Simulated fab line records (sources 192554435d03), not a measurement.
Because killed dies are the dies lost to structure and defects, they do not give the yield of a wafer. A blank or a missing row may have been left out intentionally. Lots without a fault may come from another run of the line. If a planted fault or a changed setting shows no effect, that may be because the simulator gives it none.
fab line records ; flow n5_finfet
[record] lots = 6; wafers = 18; last_day = 15
route steps=1938 shown STI_FIN_REVEAL@203 DUMMY_GATE@212 BEOL_M4@1111 PASSIVATION@1936
lots with no fault: from the same line, run without faults
start_h: hours from the record's opening day to when the first of the lot's shown wafers began ; wait_h: hours from the lot's prior step to this one ; " same as the row above ; L1.1+2: several wafers, shown together as one row ; - no value, or no start was given ; * or withheld: withheld ; < > ~ a bound
route shown NAME@n: NAME is a module with steps in the file, n the number in the route of the first one ; usual: mean and standard deviation over wafers with no fault ; same: alike in all rows ; chamber/n: place in a boat ; sites: each site's reading ; _std_site: the standard deviation of these ; _edge_site: mean of outer sites minus mean of inner sites ; radius_mm: for every site, how far away it sits from the centre of the wafer ; mask NAME#n: copy n ; behind: the tool/chamber that last shaped the wafer ; hold: why the lot was held/for how many hours/how that ended ; device: transistor that didn't switch, given as n, p or np ; end of line: tests run on the same wafers once the route is complete ; a step with no rows: only its recipe ; killed: dies lost to structure and defects at the first sort, not the wafer's yield ; map: shows each die of a wafer: x if killed, . if not, _ if none is there
set.NAME: the setting that was run; set.NAME@STEP: the one run at that earlier step ; model.NAME: the simulator's own value behind a step, which no gauge read
lots at some steps of the route; a table a step, a row a wafer
services: when a tool's chamber went out of use (start_h, in hours from the record's first day, below 0 if earlier), for how many hours, and the reason
[[steps]]
[step N5_STI_FIN_REVEAL_SRD_21]
[recipe] dry = ipa_marangoni; time_s = 30; temp_c = 23; rinse_liquid = diw
[step N5_STI_FIN_REVEAL_OXIDATION_33]
[recipe] chemistry = O2_PLASMA_REMOTE; temp_c = 150; time_s = 20; pressure_mtorr = 1000; source_power_w = 2000; o2_flow_sccm = 3000
[usual] drypump_motor_current_A = 6.1/0.45; heater_power_w = 150/11
lot.wafer;tool;chamber;start_h;wait_h;drypump_motor_current_A;heater_power_w;rf_hours_counter_h
L393.2;plasma_asher-01;1;60.90;0.0;6.5;148;31
L393.4;plasma_asher-01;0;60.90;0.0;6.3;166;-
L393.5;plasma_asher-01;0;60.90;0.0;6.3;166;-
L394.1;plasma_asher-01;1;66.90;0.0;6.6;151;32
L394.2;plasma_asher-01;0;66.90;0.0;6.3;172;32
L394.4;plasma_asher-01;1;66.90;0.0;6.6;149;-
L399.1;plasma_asher-01;0;98.19;0.0;6.3;165;38
L399.2;plasma_asher-01;1;98.19;0.0;6.6;146;38
L399.6;plasma_asher-01;1;98.19;0.0;6.6;151;-
L400.1;plasma_asher-01;0;106.33;0.0;6.3;164;40
L400.4;plasma_asher-01;0;106.33;0.0;6.3;170;-
L400.5;plasma_asher-01;1;106.33;0.0;6.6;147;-
L407.1;plasma_asher-02;0;145.13;0.0;6.3;143;112
L407.3;plasma_asher-02;0;145.13;0.0;6.3;146;-
L407.5;plasma_asher-02;0;145.13;0.0;6.3;143;-
L408.2;plasma_asher-02;1;151.82;0.0;5.4;142;114
L408.3;plasma_asher-02;1;151.82;0.0;5.4;138;-
L408.4;plasma_asher-02;0;151.82;0.0;6.2;139;-
[step N5_STI_FIN_REVEAL_CLEAN_19]
[recipe] chemistry = O3/DIW; temp_c = 25; time_s = 120; o3_ppm = 10
[step N5_STI_FIN_REVEAL_SRD_23]
[recipe] dry = ipa_marangoni; time_s = 30; temp_c = 23; rinse_liquid = diw
[step N5_STI_FIN_REVEAL_CD_MEAS_22]
[recipe] target_cd_nm = 6.238; pitch_nm = 28; polarity = line
[usual] cd_nm = 6.24/0.27
lot.wafer;tool;chamber;start_h;wait_h;cd_nm
L393.2;cd_sem-01;-;61.07;0.0;6.34
L393.4;cd_sem-01;-;61.07;0.0;6.31
L393.5;cd_sem-01;-;61.07;0.0;6.03
L394.1;cd_sem-01;-;67.06;0.0;6.19
L394.2;cd_sem-01;-;67.06;0.0;6.06
L394.4;cd_sem-01;-;67.06;0.0;5.74
L399.1;cd_sem-02;-;98.36;0.0;6.12
L399.2;cd_sem-02;-;98.36;0.0;5.92
L399.6;cd_sem-02;-;98.36;0.0;6.31
L400.1;cd_sem-03;-;106.49;0.0;6.30
L400.4;cd_sem-03;-;106.49;0.0;6.17
L400.5;cd_sem-03;-;106.49;0.0;6.31
L407.1;cd_sem-03;-;145.30;0.0;6.83
L407.3;cd_sem-03;-;145.30;0.0;6.16
L407.5;cd_sem-03;-;145.30;0.0;6.36
L408.2;cd_sem-01;-;151.99;0.0;5.85
L408.3;cd_sem-01;-;151.99;0.0;5.67
L408.4;cd_sem-01;-;151.99;0.0;6.05
[step N5_STI_FIN_REVEAL_FIN_H_MEAS_10]
[usual] trench_depth_nm = 52.0/0.66
lot.wafer;tool;chamber;start_h;wait_h;trench_depth_nm
L393.2;ocd-02;-;61.10;0.0;51.9
L393.4;ocd-02;-;61.10;0.0;52.3
L393.5;ocd-02;-;61.10;0.0;52.6
L394.1;ocd-01;-;67.09;0.0;52.6
L394.2;ocd-01;-;67.09;0.0;51.2
L394.4;ocd-01;-;67.09;0.0;50.7
L399.1;ocd-01;-;98.39;0.0;51.8
L399.2;ocd-01;-;98.39;0.0;51.7
L399.6;ocd-01;-;98.39;0.0;51.8
L400.1;ocd-01;-;106.52;0.0;52.6
L400.4;ocd-01;-;106.52;0.0;53.0
L400.5;ocd-01;-;106.52;0.0;53.2
L407.1;ocd-01;-;145.33;0.0;51.5
L407.3;ocd-01;-;145.33;0.0;51.9
L407.5;ocd-01;-;145.33;0.0;52.6
L408.2;ocd-01;-;152.02;0.0;52.7
L408.3;ocd-01;-;152.02;0.0;52.1
L408.4;ocd-01;-;152.02;0.0;51.7
[step N5_STI_FIN_REVEAL_PRECLEAN_18]
[recipe] chemistry = SC2; time_s = 45; temp_c = 35; mix = 1:1:50
[step N5_STI_FIN_REVEAL_SRD_28]
[recipe] dry = ipa_marangoni; time_s = 30; temp_c = 23; rinse_liquid = diw
[step N5_STI_FIN_REVEAL_INSPECT_13]
[recipe] inspect_instrument = darkfield; mode = post_clean
[usual] raw_defect_count = 11/5
lot.wafer;tool;chamber;start_h;wait_h;raw_defect_count
L393.2;defect_inspect-02;-;61.19;0.0;12
L393.4;defect_inspect-02;-;61.19;0.0;12
L393.5;defect_inspect-02;-;61.19;0.0;8
L394.1;defect_inspect-02;-;67.18;0.0;20
L394.2;defect_inspect-02;-;67.18;0.0;15
L394.4;defect_inspect-02;-;67.18;0.0;10
L399.1;defect_inspect-01;-;98.49;0.0;4
L399.2;defect_inspect-01;-;98.49;0.0;8
L399.6;defect_inspect-01;-;98.49;0.0;7
L400.1;defect_inspect-02;-;106.61;0.0;13
L400.4;defect_inspect-02;-;106.61;0.0;14
L400.5;defect_inspect-02;-;106.61;0.0;6
L407.1;defect_inspect-01;-;145.41;0.0;6
L407.3;defect_inspect-01;-;145.41;0.0;6
L407.5;defect_inspect-01;-;145.41;0.0;5
L408.2;defect_inspect-02;-;152.11;0.0;7
L408.3;defect_inspect-02;-;152.11;0.0;9
L408.4;defect_inspect-02;-;152.11;0.0;10
[step N5_DUMMY_GATE_PRECLEAN_00]
[recipe] chemistry = O3/DIW; time_s = 60; temp_c = 22; o3_ppm = 10
[step N5_DUMMY_GATE_SRD_01]
[recipe] time_s = 30; temp_c = 23; rinse_liquid = diw; dry = ipa_marangoni
[step N5_DUMMY_GATE_ALD_02]
[recipe] material = SiO2; target_thk_a = 20; temp_c = 300; ald_precursor_family = BDEAS; ald_co_reactant = O2-plasma; pulse_time_s = 1; pressure_torr = 2
[usual] heater_power_w = 496/48; precursor_pulse_height_rel = 1.002/0.02
lot.wafer;tool;chamber;start_h;wait_h;heater_power_w;precursor_pulse_height_rel
L393.2;ald_sin-03;2;61.32;0.0;506;1.010
L393.4;ald_sin-03;0;61.32;0.0;575;0.994
L393.5;ald_sin-03;0;61.32;0.0;563;0.967
L394.1;ald_sin-04;1;67.75;0.5;400;1.014
L394.2;ald_sin-04;0;67.75;0.5;475;1.026
L394.4;ald_sin-04;3;67.75;0.5;433;1.002
L399.1;ald_sin-04;1;98.58;0.0;390;1.046
L399.2;ald_sin-04;2;98.58;0.0;503;1.008
L399.6;ald_sin-04;0;98.58;0.0;499;1.023
L400.1;ald_sin-04;3;106.70;0.0;427;1.015
L400.4;ald_sin-04;0;106.70;0.0;510;0.999
L400.5;ald_sin-04;1;106.70;0.0;393;1.014
L407.1;ald_sin-04;2;145.63;0.1;506;1.016
L407.3;ald_sin-04;3;145.63;0.1;422;1.009
L407.5;ald_sin-04;2;145.63;0.1;505;1.015
L408.2;ald_sin-03;2;152.20;0.0;506;0.994
L408.3;ald_sin-03;3;152.20;0.0;517;1.003
L408.4;ald_sin-03;1;152.20;0.0;513;0.965
[step N5_DUMMY_GATE_CVD_03]
[recipe] material = a-Si; target_thk_a = 1500; temp_c = 530; precursor = SiH4; time_s = 8042
[usual] spike_tc_top_C = 552.0/3
lot.wafer;tool;chamber;start_h;wait_h;spike_tc_top_C;model.a-Si_of_DUMMY_GATE_CVD_03.thk_nm
L393.2;lpcvd-01;1/20;61.42;0.1;552.9;149.6
L393.4;lpcvd-01;1/29;61.42;0.1;552.9;149.6
L393.5;lpcvd-01;1/34;61.42;0.1;552.9;151.2
L394.1;lpcvd-01;1/65;67.85;0.1;552.7;149.6
L394.2;lpcvd-01;1/70;67.85;0.1;552.7;149.2
L394.4;lpcvd-01;1/79;67.85;0.1;552.7;150
L399.1;lpcvd-01;1/90;98.69;0.1;553.3;148.6
L399.2;lpcvd-01;1/95;98.69;0.1;553.3;149.2
L399.6;lpcvd-01;1/114;98.69;0.1;553.3;148.4
L400.1;lpcvd-01;0/15;106.81;0.1;557.7;149.6
L400.4;lpcvd-01;0/29;106.81;0.1;557.7;150.2
L400.5;lpcvd-01;0/34;106.81;0.1;557.7;149.8
L407.1;lpcvd-02;1/15;145.73;0.1;548.3;148.6
L407.3;lpcvd-02;1/25;145.73;0.1;548.3;149
L407.5;lpcvd-02;1/34;145.73;0.1;548.3;148.4
L408.2;lpcvd-02;1/20;152.31;0.1;549.1;150.6
L408.3;lpcvd-02;1/25;152.31;0.1;549.1;149.8
L408.4;lpcvd-02;1/29;152.31;0.1;549.1;150.4
[step N5_DUMMY_GATE_PRECLEAN_46]
[recipe] chemistry = DIW; time_s = 89.5; temp_c = 23
[step N5_BEOL_M4_RC_MEAS_101]
[usual] DIBL_N = 36.3/1.6; DIBL_P = 36.2/2.1; IOFF_N = 0.16/0.031; IOFF_P = 0.21/0.034; ION_N = 673/11; ION_P = 461/7.4; SS_N = 71.6/0.55; SS_P = 73.3/0.66; VT_N = 251/3.2; VT_P = -251/3.5
lot.wafer;tool;chamber;start_h;wait_h;DIBL_N[mV/V];DIBL_P[mV/V];IOFF_N[nA/um];IOFF_P[nA/um];ION_N[uA/um];ION_P[uA/um];SS_N[mV/dec];SS_P[mV/dec];VT_N[mV];VT_P[mV]
L393.2;prober-02;0;185.20;0.2;34.9;34.7;0.14;0.20;666;457;71.0;72.7;253;-249
L393.4;prober-02;0;185.20;0.2;35.7;36.1;0.14;0.22;671;463;71.3;73.4;255;-248
L393.5;prober-02;0;185.20;0.2;34.6;34.3;0.13;0.19;663;460;70.6;73.1;254;-250
L394.1;prober-01;0;188.14;0.0;34.7;34.4;0.14;0.20;676;468;71.4;72.9;250;-250
L394.2;prober-01;0;188.14;0.0;35.0;34.9;0.14;0.22;662;466;71.8;73.0;252;-247
L394.4;prober-01;0;188.14;0.0;35.2;35.1;0.14;0.21;667;464;71.1;73.3;253;-247
L399.1;prober-01;0;210.89;0.0;32.9;32.4;0.12;0.15;676;463;71.4;72.2;254;-253
L399.2;prober-01;0;210.89;0.0;35.5;35.3;0.14;0.19;675;462;71.1;73.2;255;-251
L399.6;prober-01;0;210.89;0.0;33.6;33.7;0.13;0.16;681;463;71.8;73.3;253;-254
L400.1;prober-01;0;222.25;0.0;38.7;37.6;0.19;0.22;685;460;72.0;73.6;247;-249
L400.4;prober-01;0;222.25;0.0;36.7;35.4;0.15;0.19;668;454;71.9;73.4;250;-253
L400.5;prober-01;0;222.25;0.0;35.9;33.3;0.15;0.17;671;457;71.2;73.1;252;-251
L407.1;prober-01;0;261.67;0.0;39.5;40.3;0.22;0.26;689;467;72.5;75.0;246;-250
L407.3;prober-01;0;261.67;0.0;41.2;40.7;0.25;0.26;695;462;72.7;74.6;244;-248
L407.5;prober-01;0;261.67;0.0;39.4;39.9;0.22;0.26;702;476;71.9;74.7;245;-248
L408.2;prober-01;0;269.09;0.2;38.2;39.2;0.19;0.24;690;466;72.3;75.1;248;-252
L408.3;prober-01;0;269.09;0.2;36.2;36.6;0.15;0.20;673;456;72.1;73.4;249;-250
L408.4;prober-01;0;269.09;0.2;36.3;36.1;0.14;0.19;660;457;72.2;73.7;254;-251
[step N5_PASSIVATION_PROBE_49]
[usual] defect_limited_yield = 91.5/1.5; killed_at_M0_to_M3 = 32/9.4; killed_at_M4_up = 12/5.1; killed_at_contacts = 11/7.4; killed_at_front_end = 41/11; killed_at_other = 3.4/2.5; killed_dies = 100/17; killed_open = 65/14; killed_short = 33/7; sort_bin_4_leakage = 0.00/0.01; sort_bin_5_function = 4.9/0.96; sort_bin_6_memory = 3.1/0.7; sort_n_pass = 1080/17; sort_yield_pct = 91.5/1.5
[same] gross_dies = 1180; killed_at_back_side = 0; sort_bin_8_speed[%] = 0
lot.wafer;tool;chamber;start_h;wait_h;defect_limited_yield[%];killed_at_M0_to_M3;killed_at_M4_up;killed_at_contacts;killed_at_front_end;killed_at_other;killed_dies;killed_open;killed_short;sort_bin_4_leakage[%];sort_bin_5_function[%];sort_bin_6_memory[%];sort_n_pass;sort_yield_pct[%]
L408.2;prober-02;-;355.39;0.1;95.3;19;5;8;22;2;56;34;22;0;3.0;1.7;1124;95.3
// killed by level:class
L408.2 BEOL_M0_SAQP:geometric_particle:open=4 MOL_CONTACT_COAG:geometric_particle:open=4 MOL_CONTACT_COAG:geometric_particle:short=4 BEOL_M2:geometric_particle:open=4 FIN_SAQP:geometric_particle:short=3 ILD0:geometric_particle:short=3 BEOL_M1:geometric_particle:open=3 BEOL_M3:geometric_particle:open=3
[[services]]
tool;chamber;start_h;hours;kind
ald_sin-04;-;47.09;0.7;repair
lpcvd-02;-;52.47;6.1;pm
ald_sin-04;-;115.50;6.1;pm
lpcvd-02;-;121.38;1.7;repair
ald_sin-03;0;150.53;8.9;repair
[[key]]
first_sign none at tools or gauges
[model_effect] step = N5_DUMMY_GATE_CVD_03; value = a-Si_of_DUMMY_GATE_CVD_03.thk_nm; without = 151.1; struck = 149.3
met_at N5_DUMMY_GATE_CVD_03
struck_wafers L399.1,L399.2,L399.6,L400.1,L400.4,L400.5
onset_between 67.85 98.69
also_fits N5_STI_FIN_REVEAL_OXIDATION_33:plasma_asher-01
[fault] kind = process_parameter_drift; tool = lpcvd-01; chamber = -; onset_h = 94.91; steps = N5_DUMMY_GATE_CVD_03; channel = time_s; offset = *; shape = step; end_h = 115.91; acts_in = *; stated = *
